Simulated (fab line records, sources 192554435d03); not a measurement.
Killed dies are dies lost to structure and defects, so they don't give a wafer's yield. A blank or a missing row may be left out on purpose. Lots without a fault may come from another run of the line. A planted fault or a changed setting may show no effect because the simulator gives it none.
Split-lot experiment | flow n5_finfet | 7 lots, 21 wafers read, on a route of 1938 steps

THE SPLIT
At N5_BEOL_M6_COAT_71 (time 60 s, resist thk 5 nm), the setting spin_rpm was moved away from the recipe's 1500 rpm on 5 of the 21 wafers read, by -4.9% to +11.2%. The other wafers ran this setting at the recipe's value.

FROM THE SPLIT TO THE READING: what the file shows between them, 3 steps
- N5_BEOL_M6_COAT_22: resist thk 30 nm
- N5_BEOL_M6_EBR_24
- N5_BEOL_M6_DESCUM_33: chemistry O2, time 7 s

THE READING
etch.depth_nm (the simulator's own value, which no gauge read), in nm, at N5_BEOL_M6_ETCH_72 (etches underlayer in N2/H2, target depth 6.5 nm, time 5.2 s). The file gives no usual value for it. The 16 wafers here that ran the recipe average 5.007 nm, standard deviation 0.02 nm.

wafer  | tool, chamber at the split | spin_rpm as run, rpm | against the recipe | etch.depth_nm, nm | against lot-mates on the recipe
L076.1 | litho_track-04, 0          | 1500                 | recipe             | 5.051             | -
L076.4 | litho_track-04, 0          | 1500                 | recipe             | 5.033             | -
L076.5 | litho_track-04, 0          | 1426                 | -4.9%              | 5.179             | +0.137
L084.1 | litho_track-05, 0          | 1668                 | +11.2%             | 4.766             | -0.243
L084.4 | litho_track-05, 0          | 1500                 | recipe             | 5.009             | -
L084.5 | litho_track-05, 0          | 1668                 | +11.2%             | 4.761             | -0.248
L085.1 | litho_track-03, 0          | 1500                 | recipe             | 5.001             | -
L085.3 | litho_track-03, 0          | 1500                 | recipe             | 4.995             | -
L085.5 | litho_track-03, 0          | 1500                 | recipe             | 5.006             | -
L086.2 | litho_track-05, 0          | 1500                 | recipe             | 4.987             | -
L086.4 | litho_track-05, 0          | 1500                 | recipe             | 4.982             | -
L086.5 | litho_track-05, 0          | 1500                 | recipe             | 5.005             | -
L088.1 | litho_track-05, 0          | 1449                 | -3.4%              | 5.119             | +0.091
L088.4 | litho_track-05, 0          | 1500                 | recipe             | 5.022             | -
L088.6 | litho_track-05, 0          | 1500                 | recipe             | 5.034             | -
L089.2 | litho_track-05, 0          | 1500                 | recipe             | 5.007             | -
L089.3 | litho_track-05, 0          | 1500                 | recipe             | 5                 | -
L089.6 | litho_track-05, 0          | 1500                 | recipe             | 5.022             | -
L091.1 | litho_track-04, 0          | 1500                 | recipe             | 4.975             | -
L091.4 | litho_track-04, 0          | 1639                 | +9.3%              | 4.771             | -0.208
L091.6 | litho_track-04, 0          | 1500                 | recipe             | 4.983             | -

THE FIT
A straight line over all 21 wafers: etch.depth_nm changes by -0.0242 nm for each +1% of spin_rpm; r = -0.97; the points scatter about the line by 0.024 nm.
The same after taking each lot's own level away (the mean of its wafers on the recipe; 21 wafers): -0.0228 nm for each +1%; r = -1.00; scatter 0.0094 nm.
On that fit, the largest move of spin_rpm shifts the reading by 0.25 nm.
The lots' own levels span 4.9790 to 5.0420 nm, that is 3.1 times the standard deviation above.
So the lot-to-lot level changes the slope little: the two slopes agree.
Check: with one of the wafers moved furthest among these (+11.2%) left out of the fit, the line predicts -0.257 nm for it against its lot-mates. It came out at -0.243 nm against them.

OTHER SPLITS ON THESE WAFERS
These wafers also went through other splits before the reading. Each is held against what the fit with the lots' levels taken away leaves over:
other split on the same wafers            | wafers away from the commonest value | r with etch.depth_nm (lot level and that fit taken away)
N5_BEOL_M0_SAQP_SPACER1_ALD_98 ald_cycles | 7                                    | +0.17
N5_BEOL_M0_CUTY_ETCH_63 time_s            | 6                                    | -0.22
N5_BEOL_M0_ETCH_138 source_w              | 7                                    | -0.15
N5_BEOL_M2_COAT_05 spin_rpm               | 3                                    | +0.03
N5_BEOL_M2_ETCH_74 source_w               | 8                                    | -0.33
N5_BEOL_M3_SPUTTER_81 time_s              | 7                                    | -0.14
N5_BEOL_M4_TRENCH_ETCH_37 bias_w          | 6                                    | +0.25
N5_BEOL_M5_COAT_71 spin_rpm               | 3                                    | +0.22
N5_BEOL_M5_DESCUM_16 time_s               | 7                                    | -0.06

THE FILE'S OWN FIT
etch.depth_nm changes by -0.0229 nm for each +1% of spin_rpm, r = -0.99.
